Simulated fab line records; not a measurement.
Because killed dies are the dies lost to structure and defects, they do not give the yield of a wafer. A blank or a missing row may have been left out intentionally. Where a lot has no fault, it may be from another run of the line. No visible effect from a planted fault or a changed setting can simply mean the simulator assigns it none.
Matching of chambers / flow nand-harc / NHARC_A_CHANNEL_FILL_D1_ALD_25 on ald-hk-02: 4 sister chambers
The step deposits SiOx, target thk 60 nm, pulse time 10 s, ald cycles 600. 4 wafers are shown with their chamber, then 8 later ones without.

WAFERS, EACH WITH ITS CHAMBER
wafer=L790.3; chamber=0; heater-power-w (W)=570
wafer=L798.2; chamber=1; heater-power-w (W)=506
wafer=L798.3; chamber=3; heater-power-w (W)=446
wafer=L801.2; chamber=2; heater-power-w (W)=383

WAFERS WITH NO CHAMBER GIVEN
wafer=L801.4; heater-power-w (W)=522
wafer=L801.1; heater-power-w (W)=587
wafer=L802.4; heater-power-w (W)=505
wafer=L802.2; heater-power-w (W)=442
wafer=L802.5; heater-power-w (W)=521
wafer=L803.2; heater-power-w (W)=372
wafer=L803.3; heater-power-w (W)=505
wafer=L803.6; heater-power-w (W)=571

CHAMBER TAKEN BY EACH
wafer=L801.4; from the rows above=1; in truth=1
wafer=L801.1; from the rows above=0; in truth=0
wafer=L802.4; from the rows above=1; in truth=1
wafer=L802.2; from the rows above=3; in truth=3
wafer=L802.5; from the rows above=1; in truth=1
wafer=L803.2; from the rows above=2; in truth=2
wafer=L803.3; from the rows above=1; in truth=1
wafer=L803.6; from the rows above=0; in truth=0
Correctly placed: 8 of 8. Not placeable from these rows: 0. Number placed wrongly: 0.
How it was worked out, from the rows above alone: a wafer's distance from a chamber is the root of the sum, over the readings, of the square of ((its reading less the chamber's mean) divided by the reading's scatter). The wafer belongs to the nearest chamber; if the next one is less than 2 further off, it can't be placed. For every chamber, the mean is computed from those of its wafers that are shown. The scatter (one wafer shown for each chamber): square how far every hidden wafer sits from the nearest shown wafer, average those squares and take the square root.
